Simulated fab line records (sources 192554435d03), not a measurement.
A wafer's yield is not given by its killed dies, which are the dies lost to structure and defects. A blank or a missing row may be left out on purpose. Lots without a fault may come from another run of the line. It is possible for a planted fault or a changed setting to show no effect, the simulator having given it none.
fab line records    flow n5_finfet
[record] lots = 6  wafers = 18  last_day = 16
route steps=1938 shown BEOL_M4@1028
lots with no fault: from the same line, run without faults
start_h: start of the lot's first displayed wafer, in hours after the record's first day    wait_h: hours since the lot's step before    " the same as in the row above    L1.1+2: a row that stands for several wafers    - no value present, or no start provided    * or withheld: withheld    < > ~ a bound
route shown NAME@n: NAME is a module with steps in the file, n the number in the route of the first one    usual: mean and standard deviation over wafers with no fault    same: alike in all rows    chamber/n: place in a boat    sites: per-site readings    _std_site: standard deviation across them    _edge_site: mean of outer sites minus mean of inner sites    radius_mm: how far each site lies from the wafer's centre    mask NAME#n: copy n    behind: tool/chamber where the wafer was last shaped    hold: what put the lot on hold/how long, in hours/how the hold closed    device: the n, p or np transistor that did not switch    end of line: the same wafers' tests at the end of the route    a step with no rows: only its recipe    killed: dies that structure and defects cost at the first sort, which is not the same as the wafer's yield    map: a wafer's dies, marking killed ones x, the rest . and places with no die _
set.NAME: the setting that was run; set.NAME@STEP: the one run at that earlier step    model.NAME: the simulator's own value behind a step, which no gauge read
a table for each step, a row for each wafer; lots at some steps of the route
services: from which hour (start_h, from the record's first day; less than 0 if before it) a tool's chamber was out of use, for how many hours, and why
[[steps]]
[step N5_BEOL_M4_COAT_05]
[recipe] resist = CAR-EUV  spin_rpm = 1500  resist_thk_nm = 30
[step N5_BEOL_M4_EBR_07]
[recipe] solvent = PGMEA  ebr_width_mm = 1.5
[step N5_BEOL_M4_SOFTBAKE_06]
[recipe] temp_c = 110  time_s = 60  resist = CAR-EUV
[step N5_BEOL_M4_EXPOSE_08]
[recipe] mask_id = M4  na = 0.33  source_shape = dipole  sigma_inner = 0.369  sigma_outer = 0.767  polarization = unpolarized  dose_mj = 41.25
[step N5_BEOL_M4_PEB_09]
[recipe] peb_temp_c = 100  peb_time_s = 60  resist = CAR-EUV
[step N5_BEOL_M4_DEVELOP_10]
[recipe] develop_time_s = 30  developer = TMAH  resist = CAR-EUV  rinse_liquid = surfactant_rinse  dry = air_spin  dev_temp_c = 23
[step N5_BEOL_M4_CD_MEAS_11]
[recipe] target_cd_nm = 16.79  landing_energy_ev = 500  detector = se_inlens  polarity = opening
[usual] cd_nm = 16.69/0.26
lot.wafer  tool       chamber  start_h  wait_h  cd_nm
L279.1     cd_sem-03  0        172.12   -       16.59
L279.3     "          0        "        "       16.74
L279.5     "          0        "        "       17.01
L283.2     cd_sem-02  0        187.00   -       16.37
L283.4     "          0        "        "       16.54
L283.6     "          0        "        "       16.90
L289.1     cd_sem-01  0        233.01   -       17.12
L289.2     "          0        "        "       16.61
L289.4     "          0        "        "       16.72
L291.3     cd_sem-01  0        244.93   -       16.84
L291.4     "          0        "        "       16.67
L291.6     "          0        "        "       16.70
L290.1     cd_sem-02  0        249.21   -       16.67
L290.4     "          0        "        "       16.85
L290.5     "          0        "        "       17.11
L295.2     cd_sem-01  0        261.35   -       16.65
L295.3     "          0        "        "       16.34
L295.6     "          0        "        "       16.42
[step N5_BEOL_M4_OVL_MEAS_12]
[recipe] points_per_wafer = 522
[usual] M4_OVL = 0.3/0.66
lot.wafer  tool        chamber  start_h  wait_h  M4_OVL[nm]
L279.1     overlay-02  0        172.15   0.0     0.8
L279.3     "           0        "        "       -0.4
L279.5     "           0        "        "       0.3
L283.2     overlay-02  0        187.04   0.0     -0.5
L283.4     "           0        "        "       0.8
L283.6     "           0        "        "       -0.5
L289.1     overlay-02  0        233.04   0.0     0.0
L289.2     "           0        "        "       -0.3
L289.4     "           0        "        "       0.3
L291.3     overlay-01  0        244.97   0.0     -0.3
L291.4     "           0        "        "       -0.3
L291.6     "           0        "        "       -0.4
L290.1     overlay-02  0        249.24   0.0     -0.4
L290.4     "           0        "        "       -0.4
L290.5     "           0        "        "       -0.2
L295.2     overlay-01  0        261.38   0.0     0.8
L295.3     "           0        "        "       0.2
L295.6     "           0        "        "       -0.1
[step N5_BEOL_M4_INSPECT_13]
[recipe] mode = adi  inspect_instrument = brightfield
[usual] raw_defect_count = 387/82
lot.wafer  tool               chamber  start_h  wait_h  raw_defect_count
L279.1     defect_inspect-02  -        172.22   0.1     461
L279.3     "                  -        "        "       314
L279.5     "                  -        "        "       331
L283.2     defect_inspect-02  -        187.09   0.0     384
L283.4     "                  -        "        "       490
L283.6     "                  -        "        "       401
L289.1     defect_inspect-01  -        233.10   0.1     365
L289.2     "                  -        "        "       378
L289.4     "                  -        "        "       396
L291.3     defect_inspect-02  -        245.02   0.0     326
L291.4     "                  -        "        "       346
L291.6     "                  -        "        "       388
L290.1     defect_inspect-01  -        249.30   0.1     377
L290.4     "                  -        "        "       387
L290.5     "                  -        "        "       453
L295.2     defect_inspect-02  -        261.44   0.0     286
L295.3     "                  -        "        "       329
L295.6     "                  -        "        "       339
[step N5_BEOL_M4_DESCUM_16]
[recipe] chemistry = O2  time_s = 7  source_power_w = 50  bias_power_w = 20  pressure_mtorr = 20  rf_frequency_hz = 2.712e+07  temp_c = 40  resist = CAR-EUV  o2_flow_sccm = 225
[usual] bias_power_w = 20.00/0.062  drypump_motor_current_A = 5.8/0.36  oes_product_au = 0.82/0.075  rf_vpp_V = 243.6/1.2  showerhead_plenum_p_Torr = 2.13/0.061  temp_c = 40.00/0.099  throttle_valve_pct = 20.46/0.26
lot.wafer  tool         chamber  start_h  wait_h  bias_power_w  drypump_motor_current_A  oes_product_au  rf_hours_counter_h  rf_vpp_V  showerhead_plenum_p_Torr  temp_c  throttle_valve_pct
L279.1     rie_diel-02  0        172.26   0.0     20.01         6.0                      0.85            57                  244.2     2.13                      39.94   20.21
L279.3     "            1        "        "       19.96         5.5                      0.74            204                 244.3     2.17                      39.88   20.80
L279.5     "            1        "        "       19.90         5.5                      0.74            -                   245.5     2.17                      39.95   20.80
L283.2     rie_diel-01  0        187.31   0.2     20.00         6.0                      0.87            52                  246.9     2.22                      39.91   20.39
L283.4     "            2        "        "       19.95         5.9                      0.70            -                   245.1     2.16                      39.93   20.66
L283.6     "            3        "        "       20.02         5.3                      0.89            -                   244.5     2.24                      39.89   20.65
L289.1     rie_diel-01  2        233.14   0.0     20.06         5.9                      0.69            245                 245.1     2.16                      39.99   20.67
L289.2     "            1        "        "       20.08         6.1                      0.92            15                  242.9     2.07                      40.11   20.34
L289.4     "            3        "        "       20.02         5.3                      0.87            47                  246.2     2.23                      40.08   20.70
L291.3     rie_diel-02  1        245.31   0.3     19.96         5.5                      0.71            230                 244.6     2.16                      40.04   20.82
L291.4     "            2        "        "       20.06         6.2                      0.85            67                  243.8     2.12                      39.89   20.12
L291.6     "            3        "        "       20.07         5.5                      0.83            -                   243.7     2.15                      39.85   20.18
L290.1     rie_diel-02  0        249.33   0.0     19.96         6.0                      0.83            84                  244.2     2.12                      40.00   20.23
L290.4     "            3        "        "       19.93         5.5                      0.83            45                  242.8     2.15                      39.91   20.19
L290.5     "            0        "        "       19.91         6.0                      0.83            -                   244.2     2.12                      40.02   20.26
L295.2     rie_diel-01  1        261.48   0.0     20.06         6.1                      0.89            27                  242.8     2.06                      40.00   20.35
L295.3     "            3        "        "       19.99         5.3                      0.85            57                  245.1     2.23                      40.06   20.70
L295.6     "            0        "        "       19.92         6.0                      0.83            -                   241.9     2.21                      39.93   20.41
[step N5_BEOL_M4_ETCH_74]
[recipe] chemistry = N2/H2  target = underlayer  target_depth_a = 65  mask_material = CAR-EUV  time_s = 5.2  ion_energy_ev = 200  pressure_mtorr = 30  source_w = 840  bias_w = 150  n2_flow_sccm = 200  h2_flow_sccm = 200  ends = cleared
[usual] bias_w = 149.9/0.45  drypump_motor_current_A = 5.8/0.36  etch_rf_on_time_s = 5.20/0.099  oes_product_au = 0.69/0.064  rf_vpp_V = 524.8/2.1  showerhead_plenum_p_Torr = 2.57/0.064  throttle_valve_pct = 17.82/0.24
lot.wafer  tool         chamber  start_h  wait_h  bias_w  drypump_motor_current_A  etch_rf_on_time_s  oes_product_au  rf_hours_counter_h  rf_vpp_V  showerhead_plenum_p_Torr  throttle_valve_pct
L279.1     rie_diel-02  0        172.29   0.0     150.2   6.0                      5.16               0.73            57                  528.0     2.58                      17.63
L279.3     "            1        "        "       150.5   5.5                      5.28               0.61            204                 526.9     2.60                      17.99
L279.5     "            1        "        "       149.9   5.5                      5.19               0.62            -                   528.0     2.60                      18.00
L283.2     rie_diel-01  0        187.34   0.0     149.7   6.0                      5.20               0.71            52                  527.2     2.70                      17.79
L283.4     "            2        "        "       149.7   5.9                      5.36               0.58            -                   526.4     2.60                      17.90
L283.6     "            3        "        "       150.0   5.3                      5.19               0.73            -                   526.4     2.68                      17.85
L289.1     rie_diel-01  2        233.17   0.0     150.6   5.9                      5.30               0.59            245                 526.1     2.60                      17.94
L289.2     "            1        "        "       149.7   6.1                      5.31               0.77            15                  522.8     2.49                      17.70
L289.4     "            3        "        "       150.0   5.3                      5.05               0.73            47                  527.6     2.67                      17.90
L291.3     rie_diel-02  1        245.34   0.0     150.1   5.5                      5.29               0.59            230                 527.3     2.59                      18.03
L291.4     "            2        "        "       150.5   6.2                      5.21               0.73            67                  527.2     2.57                      17.40
L291.6     "            3        "        "       149.8   5.5                      5.28               0.71            -                   524.9     2.60                      17.57
L290.1     rie_diel-02  0        249.37   0.0     150.0   6.0                      5.19               0.69            84                  524.0     2.57                      17.69
L290.4     "            3        "        "       150.5   5.5                      5.28               0.72            45                  526.7     2.60                      17.56
L290.5     "            0        "        "       149.5   6.0                      5.23               0.70            -                   524.9     2.57                      17.68
L295.2     rie_diel-01  1        261.51   0.0     150.9   6.1                      5.25               0.75            27                  523.5     2.49                      17.74
L295.3     "            3        "        "       150.0   5.3                      5.05               0.73            57                  528.2     2.67                      17.92
L295.6     "            0        "        "       149.6   6.0                      5.13               0.70            -                   526.4     2.69                      17.82
[step N5_BEOL_M4_ETCH_63]
[recipe] chemistry = CF4  target = SiARC  target_depth_a = 156  mask_material = CAR-EUV  time_s = 26  ion_energy_ev = 80  pressure_mtorr = 40  source_w = 545  bias_w = 36  Ar_flow_sccm = 100  cf4_flow_sccm = 100  ends = cleared
[usual] bias_w = 36.00/0.12  drypump_motor_current_A = 5.8/0.36  etch_rf_on_time_s = 26.1/0.5  oes_product_au = 0.70/0.064  rf_vpp_V = 184.3/1  showerhead_plenum_p_Torr = 2.17/0.055  throttle_valve_pct = 15.6/0.31
lot.wafer  tool         chamber  start_h  wait_h  bias_w  drypump_motor_current_A  etch_rf_on_time_s  oes_product_au  rf_hours_counter_h  rf_vpp_V  showerhead_plenum_p_Torr  throttle_valve_pct
L279.1     rie_diel-02  0        172.31   0.0     36.08   6.0                      26.0               0.73            57                  184.6     2.16                      15.3
L279.3     "            1        "        "       36.01   5.5                      26.3               0.62            204                 186.0     2.22                      16.1
L279.5     "            1        "        "       36.11   5.5                      26.3               0.62            -                   185.0     2.22                      16.1
L283.2     rie_diel-01  0        187.36   0.0     35.95   6.0                      25.4               0.73            52                  186.3     2.26                      15.5
L283.4     "            2        "        "       35.82   5.9                      26.5               0.59            -                   184.7     2.19                      15.8
L283.6     "            3        "        "       35.92   5.3                      25.3               0.76            -                   183.4     2.28                      15.7
L289.1     rie_diel-01  2        233.19   0.0     36.04   5.9                      26.9               0.59            245                 183.8     2.18                      15.8
L289.2     "            1        "        "       35.99   6.0                      26.4               0.78            15                  184.6     2.09                      15.3
L289.4     "            3        "        "       35.91   5.3                      25.3               0.74            47                  184.8     2.27                      15.7
L291.3     rie_diel-02  1        245.36   0.0     36.15   5.5                      26.7               0.60            230                 184.3     2.21                      16.1
L291.4     "            2        "        "       36.12   6.2                      26.4               0.72            67                  185.8     2.15                      15.2
L291.6     "            3        "        "       35.87   5.6                      26.5               0.72            -                   183.7     2.18                      15.2
L290.1     rie_diel-02  0        249.38   0.0     36.05   6.0                      26.1               0.70            84                  184.6     2.15                      15.4
L290.4     "            3        "        "       35.98   5.5                      26.2               0.73            45                  183.7     2.18                      15.2
L290.5     "            0        "        "       35.91   6.0                      26.0               0.71            -                   184.4     2.15                      15.4
L295.2     rie_diel-01  1        261.53   0.0     36.02   6.1                      26.5               0.76            27                  183.0     2.09                      15.3
L295.3     "            3        "        "       36.12   5.3                      25.3               0.73            57                  185.5     2.27                      15.7
L295.6     "            0        "        "       36.14   6.0                      25.3               0.70            -                   187.0     2.25                      15.5
[step N5_BEOL_M4_ETCH_64]
[recipe] chemistry = N2/H2  target = SOC  target_depth_a = 750  overetch_a = 225  mask_material = SiARC  temp_c = 40  time_s = 121.9  ion_energy_ev = 200  pressure_mtorr = 30  source_w = 840  bias_w = 150  n2_flow_sccm = 200  h2_flow_sccm = 200
[usual] bias_w = 150.1/0.44  drypump_motor_current_A = 5.8/0.36  oes_product_au = 0.62/0.054  rf_vpp_V = 524.8/2  showerhead_plenum_p_Torr = 2.57/0.064  temp_c = 40.00/0.11  throttle_valve_pct = 17.78/0.24
lot.wafer  tool         chamber  start_h  wait_h  bias_w  drypump_motor_current_A  oes_product_au  rf_hours_counter_h  rf_vpp_V  showerhead_plenum_p_Torr  temp_c  throttle_valve_pct  model.SiARC_of_BEOL_M4_COAT_62.thk_nm
L279.1     rie_diel-02  0        172.34   0.0     149.4   6.0                      0.66            57                  524.7     2.58                      40.05   17.58               6.2
L279.3     "            1        "        "       149.6   5.5                      0.55            204                 526.0     2.60                      39.97   17.93               6.6
L279.5     "            1        "        "       150.3   5.5                      0.55            -                   527.0     2.60                      39.91   17.95               6.4
L283.2     rie_diel-01  3        187.39   0.0     149.1   5.3                      0.66            29                  529.5     2.68                      40.08   17.81               6.2
L283.4     "            2        "        "       149.5   5.9                      0.54            -                   525.2     2.60                      40.09   17.88               6.4
L283.6     "            0        "        "       150.0   6.0                      0.64            -                   529.4     2.70                      40.08   17.75               6.2
L289.1     rie_diel-01  2        233.22   0.0     150.1   5.9                      0.52            245                 525.5     2.60                      39.90   17.89               6.4
L289.2     "            1        "        "       150.0   6.1                      0.71            15                  522.8     2.50                      39.85   17.66               6.4
L289.4     "            3        "        "       149.9   5.4                      0.65            47                  528.7     2.67                      39.85   17.85               6.2
L291.3     rie_diel-02  1        245.39   0.0     137.5   5.5                      0.54            230                 498.4     2.59                      39.94   17.99               7.2
L291.4     "            2        "        "       137.7   6.2                      0.64            67                  497.8     2.57                      40.05   17.37               6.6
L291.6     "            3        "        "       137.9   5.5                      0.64            -                   498.5     2.60                      40.11   17.50               7
L290.1     rie_diel-02  0        249.41   0.0     138.0   6.0                      0.62            84                  496.9     2.57                      39.99   17.63               7
L290.4     "            3        "        "       138.3   5.5                      0.65            45                  497.2     2.60                      40.02   17.53               7.2
L290.5     "            0        "        "       137.9   6.0                      0.62            -                   497.4     2.57                      40.11   17.64               7
L295.2     rie_diel-01  1        261.56   0.0     150.1   6.1                      0.69            27                  522.3     2.49                      39.99   17.69               6.4
L295.3     "            3        "        "       149.8   5.3                      0.63            57                  529.0     2.67                      40.01   17.87               6.2
L295.6     "            0        "        "       150.4   6.0                      0.62            -                   527.8     2.69                      40.05   17.80               6.4
[step N5_BEOL_M4_STRIP_65]
[recipe] chemistry = N2/H2  temp_c = 40  n2_flow_sccm = 200  h2_flow_sccm = 200  rf_frequency_hz = 6e+07
[step N5_BEOL_M4_RC_MEAS_101]
[usual] DIBL_N = 36.9/1.7  DIBL_P = 37.3/2.3  IOFF_N = 0.16/0.033  IOFF_P = 0.22/0.04  ION_N = 673/12  ION_P = 463/8  SS_N = 71.6/0.58  SS_P = 73.4/0.74  VT_N = 250/3.2  VT_P = -250/3.4
lot.wafer  tool       chamber  start_h  wait_h  DIBL_N[mV/V]  DIBL_P[mV/V]  IOFF_N[nA/um]  IOFF_P[nA/um]  ION_N[uA/um]  ION_P[uA/um]  SS_N[mV/dec]  SS_P[mV/dec]  VT_N[mV]  VT_P[mV]
L279.1     prober-02  0        181.15   0.0     35.2          36.7          0.13           0.17           658           448           71.7          73.2          251       -257
L279.3     "          0        "        "       39.1          41.6          0.21           0.24           682           456           72.5          74.6          248       -252
L279.5     "          0        "        "       35.2          37.8          0.15           0.19           666           454           72.4          74.1          249       -252
L283.2     prober-01  0        199.22   0.2     36.1          34.8          0.16           0.18           673           453           71.5          72.3          251       -256
L283.4     "          0        "        "       35.4          34.3          0.14           0.18           664           453           71.2          73.9          253       -256
L283.6     "          0        "        "       34.9          33.6          0.15           0.17           675           452           70.8          72.5          249       -254
L289.1     prober-01  0        242.29   0.0     35.9          35.8          0.13           0.19           673           464           71.4          72.4          252       -251
L289.2     "          0        "        "       38.1          37.8          0.17           0.23           679           463           70.9          73.7          248       -249
L289.4     "          0        "        "       33.1          32.9          0.10           0.15           642           456           70.3          72.1          256       -250
L291.3     prober-01  0        254.86   0.3     35.7          34.4          0.14           0.18           687           461           71.5          73.0          252       -251
L291.4     "          0        "        "       38.5          38.5          0.18           0.24           679           465           72.4          73.7          245       -247
L291.6     "          0        "        "       36.3          37.5          0.16           0.23           677           471           71.6          73.7          248       -251
L290.1     prober-01  0        256.26   0.0     38.4          38.4          0.19           0.28           691           477           72.0          74.0          249       -243
L290.4     "          0        "        "       37.3          37.0          0.17           0.27           687           475           71.6          72.9          249       -244
L290.5     "          0        "        "       37.9          37.8          0.17           0.29           674           468           71.4          73.8          250       -242
L295.2     prober-01  0        274.04   0.2     31.0          31.9          0.10           0.14           656           458           70.2          71.4          255       -253
L295.3     "          0        "        "       34.2          35.3          0.14           0.18           662           453           71.2          72.3          250       -251
L295.6     "          0        "        "       33.9          34.6          0.13           0.19           667           460           71.1          73.0          250       -251
[[services]]
tool         chamber  start_h  hours  kind
rie_diel-02  2        171.75   5.4    repair
rie_diel-01  1        172.90   -      clean
rie_diel-01  1        172.90   -      consumable_replace:focus_ring
rie_diel-01  1        172.90   20.6   scheduled_down
rie_diel-01  1        172.90   20.6   vent_cycle
rie_diel-01  -        189.34   0.3    repair
rie_diel-01  2        218.92   9.9    repair
rie_diel-02  0        219.88   3.8    repair
rie_diel-01  2        254.45   7.3    repair
[[key]]
[first_sign] step = N5_BEOL_M4_ETCH_64  reading = bias_w  direction = down  sigmas = 28  usual = *  struck = *
[effect] step = N5_BEOL_M4_ETCH_64  reading = rf_vpp_V  direction = down  sigmas = 14  usual = 524.8  struck = 497.7
[model_effect] step = N5_BEOL_M4_ETCH_64  value = SiARC_of_BEOL_M4_COAT_62.thk_nm  without = 6.4  struck = 7
met_at N5_BEOL_M4_ETCH_64
struck_wafers L290.1,L290.4,L290.5,L291.3,L291.4,L291.6
rows_end L290.1,L290.4,L290.5,L291.3,L291.4,L291.6
onset_between 172.34 245.39
[fault] kind = process_parameter_drift  tool = rie_diel-02  chamber = -  onset_h = 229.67  steps = N5_BEOL_M4_ETCH_64  channel = bias_w  offset = *  shape = step  acts_in = *  stated = *
// rows_end: these wafers met a further fault down the route, and their rows from its step on are left out
